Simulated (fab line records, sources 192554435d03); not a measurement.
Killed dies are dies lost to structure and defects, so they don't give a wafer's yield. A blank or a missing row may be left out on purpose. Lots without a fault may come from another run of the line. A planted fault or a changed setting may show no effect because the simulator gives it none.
Chamber matching | flow n5_finfet | N5_FIN_CUT_ETCH_30 on rie_diel-03: 4 sister chambers
The step etches underlayer in N2/H2, target depth 13 nm, time 10.4 s. 20 wafers are shown with their chamber, then 10 later ones without.

WAFERS WITH THEIR CHAMBER
wafer  | chamber | drypump_motor_current_A (A) | showerhead_plenum_p_Torr (Torr) | throttle_valve_pct (%)
L074.3 | 2       | 5.0                         | 2.67                            | 17.80
L074.4 | 0       | 5.5                         | 2.54                            | 17.98
L074.5 | 3       | 5.3                         | 2.61                            | 18.26
L077.1 | 1       | 6.1                         | 2.45                            | 17.59
L077.2 | 2       | 5.0                         | 2.66                            | 17.81
L077.5 | 2       | 5.0                         | 2.66                            | 17.82
L081.1 | 3       | 5.4                         | 2.61                            | 17.84
L081.3 | 0       | 5.6                         | 2.53                            | 18.02
L081.4 | 0       | 5.6                         | 2.53                            | 18.01
L083.1 | 2       | 5.0                         | 2.66                            | 17.82
L083.5 | 3       | 5.4                         | 2.61                            | 17.86
L083.6 | 2       | 5.0                         | 2.66                            | 17.83
L088.3 | 3       | 5.4                         | 2.60                            | 17.84
L088.5 | 2       | 5.0                         | 2.66                            | 17.84
L088.6 | 1       | 6.1                         | 2.45                            | 17.61
L091.1 | 1       | 6.1                         | 2.44                            | 17.61
L091.3 | 2       | 5.0                         | 2.65                            | 17.87
L091.4 | 3       | 5.3                         | 2.60                            | 17.85
L092.2 | 1       | 6.1                         | 2.44                            | 17.61
L092.3 | 2       | 5.0                         | 2.66                            | 17.87

SIGNATURES (means of the wafers above)
reading                  | chamber 0 | chamber 1 | chamber 2 | chamber 3 | scatter within a chamber
drypump_motor_current_A  | 5.567     | 6.100     | 5.000     | 5.360     | 0.0342
showerhead_plenum_p_Torr | 2.5333    | 2.4450    | 2.6600    | 2.6060    | 0.00552
throttle_valve_pct       | 18.0033   | 17.6050   | 17.8325   | 17.9300   | 0.0943
Rule: a wafer's distance from a chamber is the root of the sum, over the readings, of the square of ((its reading less the chamber's mean) divided by the reading's scatter). The wafer belongs to the nearest chamber; if the next one is less than 2 further off, it can't be placed. The scatter: the root of (the sum of the squares of (reading less its chamber's mean) over the shown wafers, divided by (wafers less chambers)).

WAFERS WITHOUT THEIR CHAMBER
wafer  | drypump_motor_current_A (A) | showerhead_plenum_p_Torr (Torr) | throttle_valve_pct (%)
L092.4 | 5.6                         | 2.53                            | 18.04
L093.3 | 5.0                         | 2.65                            | 17.86
L093.5 | 5.0                         | 2.65                            | 17.86
L093.6 | 5.3                         | 2.60                            | 17.88
L096.1 | 5.4                         | 2.60                            | 17.86
L096.3 | 5.5                         | 2.52                            | 18.03
L096.6 | 6.1                         | 2.44                            | 17.63
L097.1 | 5.0                         | 2.65                            | 17.88
L097.2 | 5.4                         | 2.60                            | 17.87
L097.6 | 5.6                         | 2.52                            | 18.06

WHICH CHAMBER EACH WENT THROUGH
wafer  | from the rows above | in truth
L092.4 | 0                   | 0
L093.3 | 2                   | 2
L093.5 | 2                   | 2
L093.6 | 3                   | 3
L096.1 | 3                   | 3
L096.3 | 0                   | 0
L096.6 | 1                   | 1
L097.1 | 2                   | 2
L097.2 | 3                   | 3
L097.6 | 0                   | 0
Placed correctly: 10 of 10. Can't be placed from these rows: 0. Placed wrongly: 0.
